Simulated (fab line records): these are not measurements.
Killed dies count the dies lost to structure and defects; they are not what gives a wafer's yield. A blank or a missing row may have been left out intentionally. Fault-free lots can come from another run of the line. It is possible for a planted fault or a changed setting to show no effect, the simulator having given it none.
2 desks, one fault + flow n5_finfet + what lay behind the numbers comes last; until then each desk has only its own

== FOR THE TOOL OWNER'S DESK: rie_diel-01 ==
The tool's own readings at N5_BEOL_M1_TRENCH_ETCH_37 (etches SiOC in C4F6/O2, target depth 55.207 nm, time 29 s): means of the sampled wafers that have a number, for each lot that ran on this tool. Marked OUT: a lot whose mean sits more than 4 standard deviations from the usual mean, which makes it out of limits; the brackets give that distance. Readings shown: 7 of its 8, picked as those furthest out on some lot.
Columns: A = drypump_motor_current_A at N5_BEOL_M1_TRENCH_ETCH_37, usual 5.9 A; B = mfc_ar_sccm at N5_BEOL_M1_TRENCH_ETCH_37, usual 300.1 sccm; C = oes_ar_750_au at N5_BEOL_M1_TRENCH_ETCH_37, usual 0.76 a.u.; D = oes_o_777_au at N5_BEOL_M1_TRENCH_ETCH_37, usual 0.76 a.u.; E = oes_product_au at N5_BEOL_M1_TRENCH_ETCH_37, usual 0.75 a.u.; F = showerhead_plenum_p_Torr at N5_BEOL_M1_TRENCH_ETCH_37, usual 2.82 Torr; G = throttle_valve_pct at N5_BEOL_M1_TRENCH_ETCH_37, usual 20.94 %
| lot  | first seen here | A   | B     | C    | D    | E    | F    | G     |
|------|-----------------|-----|-------|------|------|------|------|-------|
| L759 | day 6 23:17     | 5.6 | 299.9 | 0.81 | 0.82 | 0.79 | 2.86 | 20.97 |
| L761 | day 7 15:01     | 6.0 | 300.1 | 0.72 | 0.72 | 0.76 | 2.84 | 21.10 |
| L779 | day 12 01:17    | 5.8 | 299.2 | 0.76 | 0.76 | 0.75 | 2.79 | 20.98 |
This desk's finding: nothing out of limits on any of the 3 lots.

== AT THE METROLOGY DESK ==
Lot by lot, what the gauges showed, no matter which tool ran the lot: averages of those sampled wafers that carry a number. Marked OUT: a lot whose mean sits more than 4 standard deviations from the usual mean, which makes it out of limits; the brackets give that distance. Readings shown: 7 out of 14 (the first out of limits, and those lying furthest out on some lot).
Columns: A = V0_OVL at N5_BEOL_M1_OVL_MEAS_29, usual 0.2 nm; B = trench_depth_nm at N5_BEOL_M1_OCD_MEAS_38, usual 55.0 nm; C = CHAIN_V0 at N5_BEOL_M4_RC_MEAS_101, usual 235 ohm/link; D = CHAIN_V0_max_site at N5_BEOL_M4_RC_MEAS_101, usual 244 ohm/link; E = DIBL_P at N5_BEOL_M4_RC_MEAS_101, usual 35.8 mV/V; F = ION_P at N5_BEOL_M4_RC_MEAS_101, usual 460 uA/um; G = VT_P at N5_BEOL_M4_RC_MEAS_101, usual -251 mV
| lot  | first seen here | A    | B               | C   | D   | E    | F   | G    |
|------|-----------------|------|-----------------|-----|-----|------|-----|------|
| L757 | day 6 10:17     | -0.3 | 55.5            | 249 | 256 | 33.2 | 455 | -255 |
| L758 | day 6 18:23     | 0.3  | 53.8            | 244 | 253 | 34.0 | 451 | -253 |
| L759 | day 6 22:37     | 0.1  | 54.2            | 238 | 248 | 37.3 | 461 | -247 |
| L761 | day 7 11:43     | 0.3  | 60.0 (+5.0) OUT | 217 | 226 | 35.2 | 457 | -255 |
| L762 | day 7 23:20     | -0.9 | 55.2            | 242 | 251 | 37.9 | 454 | -251 |
| L770 | day 9 17:55     | -0.2 | 55.5            | 228 | 239 | 36.6 | 457 | -254 |
| L778 | day 11 18:44    | 0.3  | 54.9            | 223 | 231 | 34.7 | 461 | -252 |
| L779 | day 11 21:38    | 1.1  | 53.6            | 227 | 233 | 36.2 | 461 | -252 |
This desk's finding: out of limits on L761; first on L761, day 7 15:10 (trench_depth_nm at N5_BEOL_M1_OCD_MEAS_38). L757, L758, L759, L762, L770, L778, L779: within limits.

== PUT TOGETHER ==
At day 7 15:10 the metrology desk could have sounded an alarm, on L761.
The tool owner's desk saw nothing out of limits.
Tool owner's desk: L761 on record, inside its limits.
Of the lots named, all ran N5_BEOL_M1_TRENCH_ETCH_37 on rie_diel-01.

== WHAT HAD BEEN PUT IN BY THE SIMULATOR ==
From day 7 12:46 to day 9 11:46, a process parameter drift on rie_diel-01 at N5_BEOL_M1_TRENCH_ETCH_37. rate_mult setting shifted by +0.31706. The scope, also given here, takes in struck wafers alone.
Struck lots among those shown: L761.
Hours from the fault's start to each desk's first reading out of limits: the metrology desk, 2.
